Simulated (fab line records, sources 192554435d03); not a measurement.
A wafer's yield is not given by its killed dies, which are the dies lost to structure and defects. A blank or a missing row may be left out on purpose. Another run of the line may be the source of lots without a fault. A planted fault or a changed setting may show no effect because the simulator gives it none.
fab line records	flow n5-finfet
record: lots: 8	wafers: 24	last-day: 17
route steps=1938 shown HKMG_FIN@455 GATE_CUT@468 BEOL_M4@1111
lots that met no fault: from a run of the same line without faults
start-h: the number of hours between the record's first day and the start of the first shown wafer of the lot	wait-h: hours from the lot's prior step to this one	" the same as in the row above	L1.1+2: several wafers, shown together as one row	- either no value or no given start	* or withheld: withheld	< > ~ a bound
route shown NAME@n: a module of which the file shows steps, and the number in the route of the first	usual: the fault-free wafers' mean and standard deviation	same: alike in all rows	chamber/n: place in a boat	sites: readings site by site	_std_site: standard deviation of those values	_edge_site: mean of outer sites minus mean of inner sites	radius-mm: for every site, how far away it sits from the centre of the wafer	mask NAME#n: copy n	behind: the most recent tool/chamber to have shaped the wafer	hold: the reason the lot was held/the length of the hold in hours/how it ended	device: whichever transistor did not switch (one of n, p or np)	end of line: at the end of the route, the tests of the same wafers	for a step that has no rows: nothing shown but its recipe	killed: count of dies lost to structure and defects at first sort (not the wafer's yield)	map: the dies of a wafer, with x for killed, . for not killed, _ for no die there
set.NAME: the run value of the setting; set.NAME@STEP: its run value at that earlier step	model.NAME: the simulator's own value behind a step, which no gauge read
steps of the route over a sample of lots; a table a step, a row a wafer
services: from which hour (start-h, from the record's first day; less than 0 if before it) a tool's chamber was out of use, for how many hours, and why
== steps ==
step: N5_HKMG_FIN_STRIP_69
recipe: chemistry: N2/H2	power-w: 2500	temp-c: 300	h2-frac: 0.65	time-s: 360	pressure-mtorr: withheld	n2-flow-sccm: 1750	h2-flow-sccm: 3250
usual: drypump-motor-current-A: 6.18/0.28	heater-power-w: 458/25	temp-c: 300.00/0.21
lot.wafer	tool	chamber	start-h	wait-h	drypump-motor-current-A	heater-power-w	rf-hours-counter-h	temp-c
L713.2	plasma-asher-01	1	86.20	0.1	6.78	424	39	299.92
L713.3	"	1	"	"	6.75	433	-	299.97
L713.5	"	0	"	"	6.16	426	-	300.15
L722.1	plasma-asher-02	0	138.55	0.1	5.94	456	96	300.32
L722.2	"	1	"	"	6.13	489	96	300.23
L722.6	"	1	"	"	6.12	466	-	300.23
L723.3	plasma-asher-02	0	149.05	0.2	5.94	462	-	300.39
L723.4	"	1	"	"	6.15	475	-	300.06
L723.5	"	0	"	"	5.94	464	-	300.08
L725.1	plasma-asher-02	0	159.96	0.1	5.98	463	100	299.90
L725.2	"	1	"	"	6.13	489	100	299.96
L725.3	"	0	"	"	5.97	461	-	300.10
L728.3	plasma-asher-01	1	175.06	0.2	6.85	433	-	299.97
L728.5	"	1	"	"	6.79	435	-	300.07
L728.6	"	0	"	"	6.13	415	-	300.45
L729.1	plasma-asher-02	1	178.84	0.1	6.10	486	104	299.82
L729.2	"	0	"	"	5.94	454	104	299.62
L729.3	"	0	"	"	5.97	460	-	299.87
L730.2	plasma-asher-02	1	185.48	0.1	6.13	489	105	299.83
L730.4	"	1	"	"	6.13	479	-	299.72
L730.6	"	0	"	"	5.95	466	-	299.95
L735.2	plasma-asher-02	1	222.24	0.1	6.14	473	113	300.45
L735.3	"	1	"	"	6.15	494	-	300.05
L735.4	"	0	"	"	5.98	452	-	300.10
step: N5_GATE_CUT_VAPOR_ETCH_60
recipe: chemistry: BCl3/Cl2	target: HfO2	mode: isotropic
usual: drypump-motor-current-A: 5.2/0.61	oes-product-au: 0.78/0.051
lot.wafer	tool	chamber	start-h	wait-h	drypump-motor-current-A	oes-product-au
L713.2	rie-metal-03	1	88.10	0.0	4.7	0.83
L713.3	"	1	"	"	4.7	0.83
L713.5	"	1	"	"	4.7	0.82
L722.1	rie-metal-03	1	140.46	0.0	4.7	0.81
L722.2	"	0	"	"	4.8	0.78
L722.6	"	1	"	"	4.7	0.81
L723.3	rie-metal-01	0	150.85	0.0	6.1	0.79
L723.4	"	1	"	"	5.4	0.73
L723.5	"	1	"	"	5.4	0.72
L725.1	rie-metal-02	0	161.86	0.0	6.4	0.87
L725.2	"	1	"	"	5.3	0.63
L725.3	"	0	"	"	6.4	0.86
L728.3	rie-metal-03	0	176.93	0.0	4.8	0.77
L728.5	"	1	"	"	4.7	0.81
L728.6	"	0	"	"	4.8	0.76
L729.1	rie-metal-01	0	180.74	0.0	6.1	0.77
L729.2	"	1	"	"	5.4	0.72
L729.3	"	1	"	"	5.4	0.72
L730.2	rie-metal-03	1	187.38	0.0	4.7	0.80
L730.4	"	1	"	"	4.7	0.80
L730.6	"	0	"	"	4.7	0.77
L735.2	rie-metal-02	0	224.70	0.1	6.4	0.82
L735.3	"	0	"	"	6.4	0.82
L735.4	"	0	"	"	6.4	0.82
step: N5_GATE_CUT_ETCH_58
recipe: chemistry: CH3F/O2	target: SiNx	target-depth-a: 170	time-s: 128.6	ion-energy-ev: 50	pressure-mtorr: 30	source-w: 415	bias-w: 21	Ar_flow_sccm: 150	CH3F_flow_sccm: 30	O2_flow_sccm: 20
usual: chamber-pressure-mTorr: 29.998/0.026	drypump-motor-current-A: 5.8/0.34	oes-product-au: 0.78/0.08	rf-fwd-power-W: 413.3/1.4	rf-vpp-V: 99.0/0.98	showerhead-plenum-p-Torr: 1.99/0.071	throttle-valve-pct: 16.38/0.25
lot.wafer	tool	chamber	start-h	wait-h	chamber-pressure-mTorr	drypump-motor-current-A	oes-product-au	rf-fwd-power-W	rf-hours-counter-h	rf-vpp-V	showerhead-plenum-p-Torr	throttle-valve-pct
L713.2	rie-diel-06	3	88.22	0.1	30.028	6.0	0.67	414.5	243	99.2	1.97	16.59
L713.3	"	2	"	"	30.032	5.9	0.71	415.2	203	97.7	1.98	16.59
L713.5	"	0	"	"	29.994	5.8	0.82	411.5	-	99.4	1.93	15.96
L722.1	rie-diel-06	1	140.51	0.0	30.009	6.3	0.93	414.7	18	100.2	2.13	16.10
L722.2	"	2	"	"	29.974	5.9	0.70	412.2	221	99.8	1.97	16.62
L722.6	"	1	"	"	29.946	6.4	0.93	412.8	-	99.5	2.13	16.11
L723.3	rie-diel-06	3	150.92	0.1	29.962	6.0	0.97	413.7	3	99.0	1.97	16.13
L723.4	"	0	"	"	30.017	5.8	0.80	412.5	112	99.9	1.92	15.99
L723.5	"	3	"	"	30.015	6.0	0.98	412.7	-	98.2	1.97	16.13
L725.1	rie-diel-05	0	161.91	0.0	30.003	5.9	0.86	412.9	48	97.2	1.95	16.06
L725.2	"	2	"	"	29.986	6.4	0.67	412.4	228	97.7	1.89	16.74
L725.3	"	3	"	"	30.033	5.3	0.72	412.1	189	99.1	1.91	16.57
L728.3	rie-diel-06	2	176.98	0.0	30.023	5.9	0.69	415.7	230	99.7	1.97	16.66
L728.5	"	3	"	"	29.972	6.0	0.95	413.8	-	97.2	1.97	16.14
L728.6	"	0	"	"	30.022	5.8	0.78	411.1	-	98.4	1.92	16.00
L729.1	rie-diel-05	2	180.79	0.0	29.989	6.3	0.67	413.0	234	98.5	1.88	16.76
L729.2	"	3	"	"	29.955	5.2	0.72	411.0	194	97.4	1.91	16.56
L729.3	"	1	"	"	29.977	6.1	0.74	414.6	175	100.9	2.08	16.55
L730.2	rie-diel-01	1	187.44	0.0	30.013	5.5	0.71	412.6	220	99.2	2.05	16.49
L730.4	"	3	"	"	30.045	5.5	0.73	412.3	-	98.8	1.90	16.39
L730.6	"	1	"	"	29.961	5.6	0.72	413.2	-	99.7	2.05	16.48
L735.2	rie-diel-01	3	224.77	0.1	29.955	5.4	0.72	413.6	219	98.5	1.90	16.42
L735.3	"	0	"	"	30.011	5.3	0.77	414.1	139	99.2	2.01	16.26
L735.4	"	2	"	"	29.961	6.1	0.77	412.5	147	98.7	2.01	16.66
step: N5_GATE_CUT_COAT_27
recipe: resist: underlayer	temp-c: 205	time-s: 60	spin-rpm: 1500	resist-thk-nm: 10
usual: dispense-pressure-kPa: 50/4.2	spin-speed-rpm: 1500.1/1
lot.wafer	tool	chamber	start-h	wait-h	dispense-pressure-kPa	spin-speed-rpm
L713.2	litho-track-01	0	91.21	-	58	1499.2
L713.3	"	0	"	"	57	1500.2
L713.5	"	0	"	"	57	1500.4
L722.1	litho-track-03	0	143.52	-	50	1499.4
L722.2	"	0	"	"	50	1500.2
L722.6	"	0	"	"	50	1500.6
L723.3	litho-track-04	0	153.90	-	46	1501.7
L723.4	"	0	"	"	46	1498.7
L723.5	"	0	"	"	46	1497.5
L725.1	litho-track-03	0	164.91	-	50	1499.2
L725.2	"	0	"	"	50	1500.1
L725.3	"	0	"	"	50	1499.9
L728.3	litho-track-04	0	179.97	-	46	1499.6
L728.5	"	0	"	"	46	1501.4
L728.6	"	0	"	"	46	1502.2
L729.1	litho-track-04	0	185.48	-	46	1672.4
L729.2	"	0	"	"	46	1672.0
L729.3	"	0	"	"	46	1672.3
L730.2	litho-track-04	0	191.36	-	46	1673.1
L730.4	"	0	"	"	46	1674.1
L730.6	"	0	"	"	46	1672.8
L735.2	litho-track-03	0	227.76	-	50	1501.0
L735.3	"	0	"	"	50	1501.3
L735.4	"	0	"	"	50	1500.2
step: N5_GATE_CUT_ETCH_28
recipe: chemistry: N2/H2	target: underlayer	target-depth-a: 130	mask-material: CAR-EUV	time-s: 10.4	ion-energy-ev: 200	pressure-mtorr: 30	source-w: 840	bias-w: 150	n2-flow-sccm: 200	h2-flow-sccm: 200	ends: cleared
usual: chamber-pressure-mTorr: 29.999/0.028	drypump-motor-current-A: 5.8/0.37	etch-rf-on-time-s: 10.43/0.13	oes-product-au: 0.67/0.074	rf-fwd-power-W: 819.0/2.8	rf-vpp-V: 523.3/2.7	showerhead-plenum-p-Torr: 2.53/0.094	throttle-valve-pct: 17.91/0.25
lot.wafer	tool	chamber	start-h	wait-h	chamber-pressure-mTorr	drypump-motor-current-A	etch-rf-on-time-s	oes-product-au	rf-fwd-power-W	rf-hours-counter-h	rf-vpp-V	showerhead-plenum-p-Torr	throttle-valve-pct
L713.2	rie-diel-05	2	91.75	0.0	30.042	6.3	10.66	0.58	823.0	209	520.7	2.41	18.31
L713.3	"	0	"	"	30.023	5.9	10.46	0.76	817.1	28	521.0	2.49	17.51
L713.5	"	3	"	"	30.010	5.3	10.25	0.64	820.9	-	521.0	2.44	18.07
L722.1	rie-diel-06	1	144.06	0.0	29.964	6.3	10.28	0.80	819.8	19	527.9	2.71	17.77
L722.2	"	2	"	"	29.993	5.9	10.54	0.60	817.6	222	523.6	2.52	18.28
L722.6	"	0	"	"	29.995	5.8	10.43	0.68	818.5	-	520.0	2.45	17.51
L723.3	rie-diel-06	1	154.42	0.0	30.011	6.3	10.16	0.80	821.8	22	527.9	2.71	17.78
L723.4	"	3	"	"	29.981	6.0	10.18	0.83	819.5	4	522.0	2.50	17.76
L723.5	"	3	"	"	30.025	6.0	10.24	0.82	819.0	-	523.3	2.50	17.74
L725.1	rie-diel-01	1	165.34	0.0	29.974	5.5	10.38	0.63	821.1	211	525.5	2.62	17.97
L725.2	"	2	"	"	30.016	6.1	10.33	0.68	819.1	124	525.7	2.55	18.04
L725.3	"	0	"	"	29.996	5.3	10.39	0.66	822.8	131	523.7	2.55	17.82
L728.3	rie-diel-05	2	180.39	0.0	30.013	6.3	10.64	0.57	817.8	234	521.6	2.40	18.33
L728.5	"	2	"	"	29.946	6.4	10.72	0.57	820.9	-	520.0	2.40	18.33
L728.6	"	3	"	"	29.970	5.3	10.63	0.61	821.5	-	520.8	2.43	18.11
L729.1	rie-diel-05	3	186.06	0.0	30.031	5.3	9.94	0.62	818.0	195	520.4	2.43	18.12
L729.2	"	0	"	"	30.021	5.9	9.97	0.72	816.5	55	522.2	2.48	17.56
L729.3	"	1	"	"	29.956	6.1	10.06	0.62	816.3	176	525.2	2.64	18.05
L730.2	rie-diel-01	2	192.02	0.0	30.008	6.1	9.95	0.67	816.2	135	523.4	2.55	18.04
L730.4	"	3	"	"	30.007	5.5	9.78	0.63	824.1	-	518.5	2.42	17.93
L730.6	"	2	"	"	29.977	6.1	9.95	0.67	819.2	-	525.2	2.55	18.03
L735.2	rie-diel-05	3	228.43	0.0	30.030	5.2	10.37	0.61	820.3	209	520.0	2.42	18.14
L735.3	"	0	"	"	30.011	5.9	10.39	0.72	816.9	69	520.4	2.47	17.58
L735.4	"	2	"	"	29.967	6.3	10.60	0.57	823.1	249	519.3	2.40	18.38
step: N5_BEOL_M4_RC_MEAS_101
usual: DIBL_N: 36.2/1.4	DIBL_P: 36.1/1.5	IOFF_N: 0.153/0.02	IOFF_P: 0.215/0.03	ION_N: 672/8.6	ION_P: 463/6.8	SS_N: 71.5/0.47	SS_P: 73.3/0.57	VT_N: 250.6/2.4	VT_P: -249/3.2
lot.wafer	tool	chamber	start-h	wait-h	DIBL_N[mV/V]	DIBL_P[mV/V]	IOFF_N[nA/um]	IOFF_P[nA/um]	ION_N[uA/um]	ION_P[uA/um]	SS_N[mV/dec]	SS_P[mV/dec]	VT_N[mV]	VT_P[mV]
L713.2	prober-02	0	169.79	0.2	34.2	34.5	0.138	0.227	667	469	71.9	73.4	252.3	-246
L713.3	"	0	"	"	36.8	37.8	0.194	0.293	698	488	72.0	74.1	244.4	-244
L713.5	"	0	"	"	33.5	33.2	0.126	0.204	671	473	71.0	73.4	253.8	-246
L722.1	prober-02	0	229.18	0.0	37.6	38.4	0.144	0.228	657	461	71.7	73.7	252.0	-246
L722.2	"	0	"	"	39.3	39.5	0.178	0.256	687	476	71.7	74.3	250.2	-246
L722.6	"	0	"	"	37.1	37.7	0.144	0.224	670	468	71.6	72.9	250.8	-249
L723.3	prober-02	0	236.34	0.3	36.3	34.9	0.144	0.196	677	462	71.5	73.1	253.0	-252
L723.4	"	0	"	"	38.6	38.2	0.206	0.250	688	464	71.5	74.8	247.2	-246
L723.5	"	0	"	"	38.7	37.5	0.192	0.239	672	458	72.1	73.9	248.8	-248
L725.1	prober-02	0	244.40	0.0	37.3	38.1	0.159	0.210	678	461	71.6	73.9	249.5	-250
L725.2	"	0	"	"	36.6	36.3	0.147	0.189	674	458	70.8	73.4	253.1	-251
L725.3	"	0	"	"	38.5	38.9	0.178	0.222	682	457	71.1	74.0	247.0	-251
L729.1	prober-01	0	265.57	0.0	35.1	35.4	0.147	0.227	675	465	71.9	73.4	252.7	-247
L729.2	"	0	"	"	36.4	36.6	0.162	0.255	664	462	71.5	74.4	251.6	-245
L729.3	"	0	"	"	36.7	36.7	0.179	0.257	673	465	72.6	73.9	250.0	-244
L728.3	prober-02	0	269.93	1.0	34.3	33.4	0.122	0.160	657	450	70.8	73.0	254.2	-257
L728.5	"	0	"	"	35.7	34.8	0.139	0.177	666	453	71.0	72.7	251.7	-253
L728.6	"	0	"	"	32.6	31.0	0.103	0.131	656	450	70.6	72.2	255.1	-259
L730.2	prober-02	0	276.83	0.2	34.2	34.1	0.130	0.173	667	460	71.3	73.0	253.5	-253
L730.4	"	0	"	"	36.0	35.4	0.149	0.187	670	458	71.4	73.6	250.4	-253
L730.6	"	0	"	"	34.9	35.8	0.148	0.189	682	460	70.9	73.8	249.9	-252
L735.2	prober-01	0	302.39	0.2	34.1	35.2	0.146	0.200	676	467	70.4	73.2	249.4	-249
L735.3	"	0	"	"	36.1	37.2	0.166	0.217	667	462	71.7	73.4	249.0	-247
L735.4	"	0	"	"	35.6	36.6	0.160	0.213	676	461	71.5	73.7	250.4	-251
== services ==
tool	chamber	start-h	hours	kind
rie-diel-05	0	66.44	11.7	repair
plasma-asher-02	-	73.47	4.3	pm
rie-diel-06	1	73.53	-	clean
rie-diel-06	1	73.53	-	consumable-replace:focus-ring
rie-diel-06	1	73.53	-	consumable-replace:showerhead
rie-diel-06	1	73.53	16.1	scheduled-down
rie-diel-05	-	80.53	0.9	repair
rie-diel-05	-	86.91	1.6	repair
rie-diel-05	-	89.31	0.6	repair
rie-diel-01	2	95.96	3.7	repair
rie-metal-02	-	105.68	1.2	repair
rie-metal-01	-	138.07	0.8	repair
rie-metal-03	-	149.47	16.2	repair
rie-diel-05	2	154.96	3.7	repair
rie-diel-01	3	156.15	22.7	repair
rie-diel-06	2	158.83	4.2	repair
rie-metal-02	1	175.71	1.0	repair
plasma-asher-01	-	181.55	1.0	repair
rie-metal-02	-	190.94	2.8	pm
rie-metal-01	-	210.31	14.6	pm
rie-metal-03	0	212.50	9.5	repair
rie-diel-06	1	212.61	5.3	repair
plasma-asher-01	-	219.76	1.7	repair
rie-metal-01	-	224.91	28.1	pm
== key ==
first-sign: step: N5_GATE_CUT_COAT_27	reading: spin-speed-rpm	direction: up	sigmas: 99+	usual: *	struck: *
effect: step: N5_GATE_CUT_ETCH_28	reading: etch-rf-on-time-s	direction: down	sigmas: 3.8	usual: *	struck: *
met-at N5_GATE_CUT_COAT_27
struck-lots L729,L730
not-acting-at N5_HKMG_FIN_STRIP_69,N5_GATE_CUT_VAPOR_ETCH_60,N5_GATE_CUT_ETCH_58
onset-between 179.97 185.48
fault: kind: process-parameter-drift	tool: litho-track-04	chamber: -	onset-h: 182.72	steps: N5_GATE_CUT_COAT_27	channel: spin-rpm	offset: *	shape: step	end-h: 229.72	acts-in: *	stated: *
